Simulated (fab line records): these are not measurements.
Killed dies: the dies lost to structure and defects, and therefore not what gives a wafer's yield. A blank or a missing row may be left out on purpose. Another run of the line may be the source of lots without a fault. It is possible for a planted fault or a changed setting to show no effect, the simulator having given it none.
Matching of chambers :: flow n5Finfet :: rieSi-06 running N5_SDB_CUT_ETCH_26: 4 sister chambers
The step etches Si in HBr/Cl2/O2, target depth 129.6 nm, bt time 20 s, time 51.8 s. 16 wafers are shown with their chamber, then 7 later ones without.

## WAFERS, EACH WITH ITS CHAMBER
wafer: L074.2
chamber: 2
throttleValvePct (%): 36.98
heBacksideLeakSccm (sccm): 3.0
oesProductAu (a.u.): 0.989

wafer: L074.3
chamber: 3
throttleValvePct (%): 37.20
heBacksideLeakSccm (sccm): 2.8
oesProductAu (a.u.): 0.988

wafer: L074.4
chamber: 3
throttleValvePct (%): 37.22
heBacksideLeakSccm (sccm): 2.8
oesProductAu (a.u.): 0.989

wafer: L080.2
chamber: 2
throttleValvePct (%): 36.99
heBacksideLeakSccm (sccm): 2.9
oesProductAu (a.u.): 0.989

wafer: L080.3
chamber: 2
throttleValvePct (%): 36.99
heBacksideLeakSccm (sccm): 3.0
oesProductAu (a.u.): 0.992

wafer: L080.6
chamber: 1
throttleValvePct (%): 36.77
heBacksideLeakSccm (sccm): 2.8
oesProductAu (a.u.): 0.989

wafer: L084.2
chamber: 2
throttleValvePct (%): 36.99
heBacksideLeakSccm (sccm): 2.9
oesProductAu (a.u.): 0.990

wafer: L084.3
chamber: 1
throttleValvePct (%): 36.75
heBacksideLeakSccm (sccm): 2.9
oesProductAu (a.u.): 0.991

wafer: L084.4
chamber: 3
throttleValvePct (%): 37.21
heBacksideLeakSccm (sccm): 2.8
oesProductAu (a.u.): 0.981

wafer: L085.1
chamber: 2
throttleValvePct (%): 36.99
heBacksideLeakSccm (sccm): 3.0
oesProductAu (a.u.): 0.991

wafer: L085.2
chamber: 1
throttleValvePct (%): 36.76
heBacksideLeakSccm (sccm): 2.7
oesProductAu (a.u.): 0.988

wafer: L085.3
chamber: 3
throttleValvePct (%): 37.22
heBacksideLeakSccm (sccm): 2.6
oesProductAu (a.u.): 0.991

wafer: L088.2
chamber: 0
throttleValvePct (%): 37.72
heBacksideLeakSccm (sccm): 2.6
oesProductAu (a.u.): 0.995

wafer: L088.3
chamber: 1
throttleValvePct (%): 36.75
heBacksideLeakSccm (sccm): 2.8
oesProductAu (a.u.): 0.998

wafer: L088.5
chamber: 1
throttleValvePct (%): 36.74
heBacksideLeakSccm (sccm): 2.9
oesProductAu (a.u.): 0.986

wafer: L089.3
chamber: 2
throttleValvePct (%): 36.99
heBacksideLeakSccm (sccm): 3.0
oesProductAu (a.u.): 0.992

SIGNATURES (averages over the wafers above)
reading: throttleValvePct
chamber 0: 37.7200
chamber 1: 36.7540
chamber 2: 36.9883
chamber 3: 37.2125
scatter within a chamber: 0.00856

reading: heBacksideLeakSccm
chamber 0: 2.600
chamber 1: 2.820
chamber 2: 2.967
chamber 3: 2.750
scatter within a chamber: 0.0771

reading: oesProductAu
chamber 0: 0.99500
chamber 1: 0.99040
chamber 2: 0.99050
chamber 3: 0.98725
scatter within a chamber: 0.00355
Rule: for a wafer and a chamber, the distance is found by dividing, reading by reading, the gap between the wafer's reading and the chamber's mean by the reading's scatter, squaring, summing and taking the root. The wafer belongs to the nearest chamber; if the next one is less than 2 further off, it can't be placed. The scatter: take each reading less its chamber's mean, square it, sum over the shown wafers, divide by the number of wafers less the number of chambers, and take the root.

## WAFERS WITH NO CHAMBER GIVEN
wafer: L089.5
throttleValvePct (%): 37.22
heBacksideLeakSccm (sccm): 2.7
oesProductAu (a.u.): 0.982

wafer: L090.2
throttleValvePct (%): 36.75
heBacksideLeakSccm (sccm): 2.6
oesProductAu (a.u.): 0.998

wafer: L090.3
throttleValvePct (%): 37.20
heBacksideLeakSccm (sccm): 2.9
oesProductAu (a.u.): 0.988

wafer: L090.4
throttleValvePct (%): 37.00
heBacksideLeakSccm (sccm): 2.9
oesProductAu (a.u.): 0.992

wafer: L092.2
throttleValvePct (%): 37.00
heBacksideLeakSccm (sccm): 3.0
oesProductAu (a.u.): 0.988

wafer: L092.5
throttleValvePct (%): 37.21
heBacksideLeakSccm (sccm): 2.7
oesProductAu (a.u.): 0.985

wafer: L092.6
throttleValvePct (%): 37.74
heBacksideLeakSccm (sccm): 2.8
oesProductAu (a.u.): 0.997

## THE CHAMBER EACH PASSED THROUGH
wafer: L089.5
from the rows above: 3
in truth: 3

wafer: L090.2
from the rows above: 1
in truth: 1

wafer: L090.3
from the rows above: 3
in truth: 3

wafer: L090.4
from the rows above: 2
in truth: 2

wafer: L092.2
from the rows above: 2
in truth: 2

wafer: L092.5
from the rows above: 3
in truth: 3

wafer: L092.6
from the rows above: 0
in truth: 0
7 of 7 placed correctly. Not placeable from these rows: 0. 0 placed wrongly.
